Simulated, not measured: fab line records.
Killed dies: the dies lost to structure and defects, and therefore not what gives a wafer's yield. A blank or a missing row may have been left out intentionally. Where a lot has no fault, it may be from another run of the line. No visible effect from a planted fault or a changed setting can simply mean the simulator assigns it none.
Chamber matching + flow n5-finfet + rie-diel-02 running N5_BEOL_M7_ETCH_62: 4 sister chambers
The step etches SOC in N2/H2, target depth 110 nm, overetch 22 nm, time 165 s. 4 wafers are shown with their chamber, then 8 later ones without.

== WAFERS PAIRED WITH THEIR CHAMBERS ==
| wafer  | chamber | drypump-motor-current-A (A) |
|--------|---------|-----------------------------|
| L083.2 | 3       | 5.7                         |
| L090.4 | 0       | 4.9                         |
| L090.6 | 2       | 5.0                         |
| L087.1 | 1       | 6.4                         |

== WAFERS WITH NO CHAMBER GIVEN ==
| wafer  | drypump-motor-current-A (A) |
|--------|-----------------------------|
| L087.2 | 4.8                         |
| L087.6 | 4.8                         |
| L094.2 | 6.4                         |
| L094.3 | 5.0                         |
| L094.4 | 5.7                         |
| L097.4 | 4.8                         |
| L097.5 | 5.0                         |
| L097.6 | 5.7                         |

== EACH ONE'S CHAMBER ==
| wafer  | from the rows above     | in truth |
|--------|-------------------------|----------|
| L087.2 | can't be placed: 0 or 2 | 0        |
| L087.6 | can't be placed: 0 or 2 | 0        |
| L094.2 | 1                       | 1        |
| L094.3 | can't be placed: 2 or 0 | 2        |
| L094.4 | 3                       | 3        |
| L097.4 | can't be placed: 0 or 2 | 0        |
| L097.5 | can't be placed: 2 or 0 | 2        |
| L097.6 | 3                       | 3        |
Placed correctly: 3 of 8. Unplaceable from these rows: 5, with the true chamber sitting among the candidates in 5. Wrongly placed: 0.
How it was worked out, from the rows above alone: a wafer's distance from a chamber is the root of the sum, over the readings, of the square of ((its reading less the chamber's mean) divided by the reading's scatter). The wafer belongs to the nearest chamber; if the next one is less than 2 further off, it can't be placed. The mean given for a chamber averages the wafers shown for that chamber. The scatter (one wafer shown for each chamber): square how far every hidden wafer sits from the nearest shown wafer, average those squares and take the square root.
